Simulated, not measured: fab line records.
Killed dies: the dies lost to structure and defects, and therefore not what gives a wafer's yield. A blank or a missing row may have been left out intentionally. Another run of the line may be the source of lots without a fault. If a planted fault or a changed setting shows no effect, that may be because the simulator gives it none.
Chamber matching | flow n5_finfet | 4 sister chambers for N5_GATE_CUT_ETCH_28 on rie_diel-05
The step etches underlayer in N2/H2, target depth 13 nm, time 10.4 s. 24 wafers are shown with their chamber, then 12 later ones without.

## WAFERS WITH THEIR CHAMBER
wafer  | chamber | showerhead_plenum_p_Torr (Torr) | drypump_motor_current_A (A) | throttle_valve_pct (%)
L075.1 | 0       | 2.63                            | 6.5                         | 18.1
L075.3 | 2       | 2.51                            | 5.8                         | 17.9
L075.5 | 0       | 2.63                            | 6.5                         | 18.1
L083.1 | 3       | 2.53                            | 5.3                         | 18.4
L083.2 | 2       | 2.50                            | 5.8                         | 17.5
L083.3 | 1       | 2.54                            | 5.6                         | 18.1
L084.1 | 3       | 2.53                            | 5.3                         | 18.4
L084.3 | 2       | 2.50                            | 5.7                         | 17.5
L084.6 | 1       | 2.54                            | 5.5                         | 18.1
L086.4 | 2       | 2.50                            | 5.8                         | 17.5
L086.5 | 3       | 2.53                            | 5.3                         | 18.4
L086.6 | 0       | 2.62                            | 6.4                         | 18.1
L087.1 | 0       | 2.62                            | 6.4                         | 18.1
L087.3 | 2       | 2.50                            | 5.8                         | 17.5
L087.5 | 2       | 2.50                            | 5.8                         | 17.5
L088.2 | 1       | 2.54                            | 5.5                         | 18.0
L088.3 | 0       | 2.62                            | 6.5                         | 18.1
L088.6 | 2       | 2.50                            | 5.8                         | 17.5
L089.3 | 0       | 2.62                            | 6.5                         | 18.2
L089.4 | 3       | 2.53                            | 5.3                         | 18.4
L089.6 | 1       | 2.54                            | 5.5                         | 18.1
L090.1 | 2       | 2.50                            | 5.8                         | 17.5
L090.4 | 1       | 2.54                            | 5.5                         | 18.1
L090.6 | 3       | 2.52                            | 5.3                         | 18.4

SIGNATURES (means of the wafers above)
reading                  | chamber 0 | chamber 1 | chamber 2 | chamber 3 | scatter within a chamber
showerhead_plenum_p_Torr | 2.6233    | 2.5400    | 2.5012    | 2.5280    | 0.00388
drypump_motor_current_A  | 6.467     | 5.520     | 5.787     | 5.300     | 0.0388
throttle_valve_pct       | 18.117    | 18.080    | 17.550    | 18.400    | 0.0884
Rule: a wafer lies at a distance from a chamber equal to the root of the sum of squares, over the readings, of (its reading less the chamber's mean, divided by the reading's scatter). The wafer belongs to the nearest chamber; if the next one is less than 2 further off, it can't be placed. How the scatter is found: for the shown wafers, subtract from each reading the mean of its chamber, square and add these, divide the total by (wafers less chambers), then take the root.

## WAFERS WHOSE CHAMBER IS MISSING
wafer  | showerhead_plenum_p_Torr (Torr) | drypump_motor_current_A (A) | throttle_valve_pct (%)
L093.1 | 2.54                            | 5.5                         | 18.1
L093.4 | 2.52                            | 5.3                         | 18.4
L093.5 | 2.54                            | 5.5                         | 18.1
L094.2 | 2.52                            | 5.3                         | 18.4
L094.5 | 2.54                            | 5.5                         | 18.1
L094.6 | 2.61                            | 6.5                         | 18.1
L096.4 | 2.49                            | 5.8                         | 17.5
L096.5 | 2.61                            | 6.5                         | 18.2
L096.6 | 2.53                            | 5.5                         | 18.1
L097.1 | 2.53                            | 5.5                         | 18.1
L097.2 | 2.49                            | 5.8                         | 17.5
L097.5 | 2.61                            | 6.5                         | 18.2

## CHAMBER TAKEN BY EACH
wafer  | from the rows above | in truth
L093.1 | 1                   | 1
L093.4 | 3                   | 3
L093.5 | 1                   | 1
L094.2 | 3                   | 3
L094.5 | 1                   | 1
L094.6 | 0                   | 0
L096.4 | 2                   | 2
L096.5 | 0                   | 0
L096.6 | 1                   | 1
L097.1 | 1                   | 1
L097.2 | 2                   | 2
L097.5 | 0                   | 0
12 of 12 placed correctly. Can't be placed from these rows: 0. 0 placed wrongly.
